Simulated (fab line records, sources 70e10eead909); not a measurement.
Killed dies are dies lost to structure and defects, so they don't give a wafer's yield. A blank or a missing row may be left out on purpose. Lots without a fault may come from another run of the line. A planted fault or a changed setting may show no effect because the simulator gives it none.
Chamber matching | flow nand_harc | NHARC_P_M1_CMP_23 on cmp-01: 4 sister chambers
The step polishes, t overpolish 20 s, target thk 157.82 nm. 4 wafers are shown with their chamber, then 12 later ones without.

WAFERS WITH THEIR CHAMBER
wafer  | chamber | motor_current_A (A)
L083.6 | 1       | 11.3
L091.6 | 2       | 11.5
L092.1 | 3       | 11.2
L092.6 | 0       | 12.8

WAFERS WITHOUT THEIR CHAMBER
wafer  | motor_current_A (A)
L094.1 | 12.8
L094.2 | 11.3
L094.6 | 10.8
L096.3 | 11.2
L096.4 | 11.4
L096.5 | 11.0
L097.1 | 11.6
L097.2 | 12.0
L097.3 | 13.5
L097.4 | 11.3
L097.5 | 13.4
L097.6 | 10.8

WHICH CHAMBER EACH WENT THROUGH
wafer  | from the rows above               | in truth
L094.1 | 0                                 | 0
L094.2 | can't be placed: 1 or 3 or 2      | 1
L094.6 | can't be placed: 3 or 1 or 2      | 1
L096.3 | can't be placed: 3 or 1 or 2      | 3
L096.4 | can't be placed: 1 or 2 or 3      | 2
L096.5 | can't be placed: 3 or 1 or 2      | 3
L097.1 | can't be placed: 2 or 1 or 3      | 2
L097.2 | can't be placed: 2 or 1 or 0 or 3 | 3
L097.3 | 0                                 | 0
L097.4 | can't be placed: 1 or 3 or 2      | 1
L097.5 | 0                                 | 0
L097.6 | can't be placed: 3 or 1 or 2      | 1
Placed correctly: 3 of 12. Can't be placed from these rows: 9 (the true chamber is among the candidates in 9). Placed wrongly: 0.
How it was worked out, from the rows above alone: a wafer's distance from a chamber is the root of the sum, over the readings, of the square of ((its reading less the chamber's mean) divided by the reading's scatter). The wafer belongs to the nearest chamber; if the next one is less than 2 further off, it can't be placed. A chamber's mean is the mean of its shown wafers. The scatter: with one shown wafer a chamber, the root of the mean of the squares of how far each hidden wafer lies from its nearest shown one.
